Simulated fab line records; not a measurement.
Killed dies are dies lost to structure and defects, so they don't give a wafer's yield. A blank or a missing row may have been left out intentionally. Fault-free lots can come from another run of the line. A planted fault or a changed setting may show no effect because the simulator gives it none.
Chamber matching :: flow n5Finfet :: rieDiel-01 running N5_BEOL_M4_STRIP_36: 4 sister chambers
The step strips in N2/H2. 14 wafers are shown with their chamber, then 7 later ones without.

== WAFERS WITH THEIR CHAMBER ==
wafer: L078.1
chamber: 2
drypumpMotorCurrentA (A): 5.8
throttleValvePct (%): 24.1
oesProductAu (a.u.): 0.67

wafer: L078.5
chamber: 3
drypumpMotorCurrentA (A): 5.6
throttleValvePct (%): 23.8
oesProductAu (a.u.): 0.84

wafer: L078.6
chamber: 2
drypumpMotorCurrentA (A): 5.8
throttleValvePct (%): 24.1
oesProductAu (a.u.): 0.67

wafer: L077.3
chamber: 3
drypumpMotorCurrentA (A): 5.5
throttleValvePct (%): 23.8
oesProductAu (a.u.): 0.83

wafer: L077.4
chamber: 2
drypumpMotorCurrentA (A): 5.8
throttleValvePct (%): 24.1
oesProductAu (a.u.): 0.68

wafer: L077.6
chamber: 3
drypumpMotorCurrentA (A): 5.5
throttleValvePct (%): 23.8
oesProductAu (a.u.): 0.84

wafer: L079.2
chamber: 0
drypumpMotorCurrentA (A): 5.2
throttleValvePct (%): 23.8
oesProductAu (a.u.): 0.86

wafer: L079.4
chamber: 3
drypumpMotorCurrentA (A): 5.5
throttleValvePct (%): 23.8
oesProductAu (a.u.): 0.84

wafer: L079.6
chamber: 3
drypumpMotorCurrentA (A): 5.5
throttleValvePct (%): 23.8
oesProductAu (a.u.): 0.83

wafer: L082.1
chamber: 3
drypumpMotorCurrentA (A): 5.5
throttleValvePct (%): 23.8
oesProductAu (a.u.): 0.82

wafer: L082.3
chamber: 1
drypumpMotorCurrentA (A): 5.6
throttleValvePct (%): 24.3
oesProductAu (a.u.): 0.73

wafer: L082.5
chamber: 1
drypumpMotorCurrentA (A): 5.6
throttleValvePct (%): 24.4
oesProductAu (a.u.): 0.73

wafer: L087.1
chamber: 2
drypumpMotorCurrentA (A): 5.9
throttleValvePct (%): 23.9
oesProductAu (a.u.): 0.92

wafer: L087.4
chamber: 1
drypumpMotorCurrentA (A): 5.6
throttleValvePct (%): 24.4
oesProductAu (a.u.): 0.72

SIGNATURES (means of the wafers above)
reading: drypumpMotorCurrentA
chamber 0: 5.200
chamber 1: 5.600
chamber 2: 5.825
chamber 3: 5.517
scatter within a chamber: 0.0398

reading: throttleValvePct
chamber 0: 23.800
chamber 1: 24.367
chamber 2: 24.050
chamber 3: 23.800
scatter within a chamber: 0.0606

reading: oesProductAu
chamber 0: 0.8600
chamber 1: 0.7267
chamber 2: 0.7350
chamber 3: 0.8333
scatter within a chamber: 0.0679
Rule: for a wafer and a chamber, the distance is found by dividing, reading by reading, the gap between the wafer's reading and the chamber's mean by the reading's scatter, squaring, summing and taking the root. If the next closest chamber is less than 2 further off than the closest, the wafer can't be placed; otherwise it belongs to the closest. The scatter: take each reading less its chamber's mean, square it, sum over the shown wafers, divide by the number of wafers less the number of chambers, and take the root.

== WAFERS WHOSE CHAMBER IS MISSING ==
wafer: L087.5
drypumpMotorCurrentA (A): 5.5
throttleValvePct (%): 23.8
oesProductAu (a.u.): 0.81

wafer: L093.2
drypumpMotorCurrentA (A): 5.6
throttleValvePct (%): 24.4
oesProductAu (a.u.): 0.72

wafer: L093.4
drypumpMotorCurrentA (A): 5.1
throttleValvePct (%): 23.9
oesProductAu (a.u.): 0.81

wafer: L093.5
drypumpMotorCurrentA (A): 5.9
throttleValvePct (%): 23.9
oesProductAu (a.u.): 0.90

wafer: L097.1
drypumpMotorCurrentA (A): 5.9
throttleValvePct (%): 23.9
oesProductAu (a.u.): 0.89

wafer: L097.2
drypumpMotorCurrentA (A): 5.1
throttleValvePct (%): 23.9
oesProductAu (a.u.): 0.80

wafer: L097.6
drypumpMotorCurrentA (A): 5.1
throttleValvePct (%): 23.9
oesProductAu (a.u.): 0.80

== EACH ONE'S CHAMBER ==
wafer: L087.5
from the rows above: 3
in truth: 3

wafer: L093.2
from the rows above: 1
in truth: 1

wafer: L093.4
from the rows above: 0
in truth: 0

wafer: L093.5
from the rows above: 2
in truth: 2

wafer: L097.1
from the rows above: 2
in truth: 2

wafer: L097.2
from the rows above: 0
in truth: 0

wafer: L097.6
from the rows above: 0
in truth: 0
7 of 7 placed correctly. Not placeable from these rows: 0. 0 placed wrongly.
